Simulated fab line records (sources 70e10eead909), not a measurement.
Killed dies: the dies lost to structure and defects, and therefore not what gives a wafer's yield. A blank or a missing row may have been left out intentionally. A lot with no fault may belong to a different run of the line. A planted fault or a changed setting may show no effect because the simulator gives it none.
Comparing a struck lot with a sound one	flow nand_harc	14 out of 1159 route steps
Sound: these wafers, L573.1, L573.2, L573.5. Wafers struck: L584.3, L584.4, L584.6. The cause comes at the end.
Each step with rows lists, per side, the tool, then ch with its chambers, then its first start. Under that, the readings that differ: sound wafers	struck wafers	difference of the means	sigmas: that difference in standard deviations of wafers without a fault.
alike: readings with means less than 2 such deviations apart, plus words and numbers identical on both sides. not compared: withheld readings, readings lacking a value on some wafer, bounds such as >300 that could conceal the same value, and numbers that have no deviation in the record and whose values overlap.
Wherever a step has rows on one side only, a row that says differs or no value, or a row with sigmas, the two part there. Numbers that don't overlap but have no deviation are shown without sigmas and don't part them. Lack of a reading on every wafer of one side parts them only where that side has two or more wafers.

first, 8 steps without rows for these wafers: NHARC_P_M2_HMDS_02 (time 30 s); NHARC_P_M2_COAT_34 (time 65 s); NHARC_P_M2_COAT_03 (resist thk 90 nm); NHARC_P_M2_SOFTBAKE_04 (time 55 s); NHARC_P_M2_EBR_05; NHARC_P_M2_EXPOSE_06 (exposes mask P M2, target cd 170 nm); NHARC_P_M2_PEB_07 (peb time 65 s); NHARC_P_M2_DEVELOP_08 (develop time 35 s).
NHARC_P_M2_CD_MEAS_09 targets a cd of 170 nm.
  sound on cd_sem-03 ch 0, day 6 18:28; struck on cd_sem-02 ch 0, day 9 17:47
  alike: cd_nm
NHARC_P_M2_OVL_MEAS_10: pitch 340 nm.
  sound on overlay-01, day 6 18:33; struck on overlay-01, day 9 17:52
  alike: overlay_x_nm, overlay_y_nm
NHARC_P_M2_INSPECT_11:
  sound on defect_inspect-02, day 6 18:35; struck on defect_inspect-02, day 9 17:55
  alike: raw_defect_count
NHARC_P_M2_DESCUM_14: chemistry O2, time 3 s.
  sound on rie_diel-07 ch 0,2,3, day 6 18:40; struck on rie_diel-07 ch 0,3, day 9 17:58
  alike: drypump_motor_current_A, mfc_ar_sccm, oes_product_au, rf_vpp_V, showerhead_plenum_p_Torr, throttle_valve_pct
  not compared: rf_hours_counter_h
NHARC_P_M2_ETCH_35: etches the open film in N2/H2, target depth 40 nm, overetch 12 nm, time 43.94 s.
  sound on rie_diel-07 ch 1,3, day 6 18:44; struck on rie_diel-07 ch 2,3, day 9 18:05
reading	sound	struck	difference	sigmas
run_length_s (s)	65.6 65.3 66.0	54.7 55.4 54.8	-10.7	-25
  alike: drypump_motor_current_A, h2_flow_sccm, mfc_ar_sccm, oes_product_au, rf_vpp_V, showerhead_plenum_p_Torr, throttle_valve_pct
  not compared: rf_hours_counter_h
NHARC_P_M2_ETCH_15: etches the open film in C4F8/Ar, target depth 182.5 nm, time 91.2 s.
  sound on rie_diel-07 ch 1,2,3; struck on rie_diel-07 ch 0,3
  alike: oes_product_au, rf_vpp_V, run_length_s
  not compared: rf_hours_counter_h

## WHERE THEY PART
Only at NHARC_P_M2_ETCH_35, as far as this record shows. Later steps at which nothing parts them and some readings are alike: NHARC_P_M2_ETCH_15.

WHY: whatever the simulator had introduced
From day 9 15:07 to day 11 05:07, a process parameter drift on rie_diel-07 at NHARC_P_M2_ETCH_35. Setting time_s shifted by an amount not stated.
